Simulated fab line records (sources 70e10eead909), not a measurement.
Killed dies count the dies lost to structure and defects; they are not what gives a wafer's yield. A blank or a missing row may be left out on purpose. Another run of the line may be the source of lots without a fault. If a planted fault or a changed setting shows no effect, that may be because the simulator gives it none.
Struck lot and sound lot, side by side | flow nandHarc | 14 out of 1159 route steps
Sound: the wafers L786.1, L786.2, L786.6. Struck: wafers L793.1, L793.4, L793.5. The cause is given at the end.
For every step that has rows: the tool of each side, followed by ch and its chambers, followed by its first start. Under that, the readings that differ: sound wafers | struck wafers | difference of the means | sigmas: that difference in standard deviations of wafers without a fault.
alike: a reading whose means differ by less than 2 such deviations, as well as words and numbers matching on both sides. not compared: withheld readings; readings where some wafer has no value; bounds like >300 that might hide an equal value; numbers whose values overlap and for which the record gives no deviation.
Wherever a step has rows on one side only, a row that says differs or no value, or a row with sigmas, the two part there. Numbers that have no deviation but don't overlap get no sigmas and don't part them. Lack of a reading on every wafer of one side parts them only where that side has two or more wafers.

NHARC_A_BLC_DESCUM_15: chemistry O2, time 3 s.
  sound on rieDiel-13 ch 0,1,2, day 17 18:16; struck on rieDiel-06 ch 0,2, day 19 22:16
  alike: chamberPressureMTorr, drypumpMotorCurrentA, oesProductAu, rfVppV, showerheadPlenumPTorr, throttleValvePct
  not compared: rfHoursCounterH
then, 3 steps without rows for these wafers: NHARC_A_BLC_ETCH_16 (etches the open film in CF4, target depth 39 nm, time 65 s); NHARC_A_BLC_ETCH_17 (etches the open film in N2/H2, target depth 390 nm, time 609.38 s); NHARC_A_BLC_ETCH_18 (etches the open film in C4F8/O2/Ar, target depth 910 nm).
NHARC_A_BLC_CD_MEAS_19:
  sound on cdSem-03, day 17 19:26; struck on cdSem-02, day 19 23:13
  alike: cdNm
NHARC_A_BLC_STRIP_29: strips in CF4.
  sound on rieDiel-13 ch 0,2, day 17 19:32; struck on rieDiel-06 ch 2,3, day 19 23:18
  alike: cf4FlowSccm, chamberPressureMTorr, drypumpMotorCurrentA, oesProductAu, rfVppV, showerheadPlenumPTorr, throttleValvePct
  not compared: rfHoursCounterH
NHARC_A_BLC_STRIP_21: strips in O2.
  sound on rieDiel-13 ch 0,1, day 17 19:38; struck on rieDiel-06 ch 0,2, day 19 23:24
  alike: chamberPressureMTorr, drypumpMotorCurrentA, oesProductAu, rfVppV, showerheadPlenumPTorr, throttleValvePct
  not compared: rfHoursCounterH
then, 1 step without rows for these wafers: NHARC_A_BLC_STRIP_22 (strips in post etch residue remover, time 600 s).
NHARC_A_BLC_DEGAS_30: time 60 s.
  sound on pvdSputter-03, day 17 20:05; struck on pvdSputter-01, day 19 23:49
  alike: heaterPowerW
then, 2 steps without rows for these wafers: NHARC_A_BLC_PRE_CLEAN_31 (time 15 s); NHARC_A_BLC_PVD_32 (deposits Ti, target thk 5 nm, time 17.7 s).
NHARC_A_BLC_ALD_23: deposits TiN, target thk 3 nm, pulse time 1 s, ald cycles 150.
  sound on aldMetal-03 ch 0,2,3, day 17 20:21; struck on aldMetal-04 ch 0,2, day 20 00:05
  alike: heaterPowerOuterW, heaterPowerW, precursorPulseHeightRel
  not compared: sinceWetCleanH
NHARC_A_BLC_CVD_24: deposits W, target thk 150 nm, time 434 s.
  sound on cvdW-02 ch 0,1, day 17 20:32; struck on cvdW-02 ch 0,1, day 20 07:59
  alike: heaterPowerOuterW, heaterPowerW, throttleValvePct
  not compared: sinceWetCleanH
NHARC_A_BLC_CMP_25: polishes, t overpolish 30 s, target thk 150 nm.
  sound on cmp-02 ch 0,2, day 17 21:05; struck on cmp-02 ch 0,3, day 20 08:34
reading             | sound          | struck         | difference | sigmas
timeToEndpointS (s) | 27.1 28.2 28.3 | 60.2 59.3 61.6 | +32.5      | +16
  alike: motorCurrentA, overpolishRunS

WHERE THEY PART
At NHARC_A_BLC_CMP_25 and nowhere else, as far as this record goes.

WHY: whatever the simulator had introduced
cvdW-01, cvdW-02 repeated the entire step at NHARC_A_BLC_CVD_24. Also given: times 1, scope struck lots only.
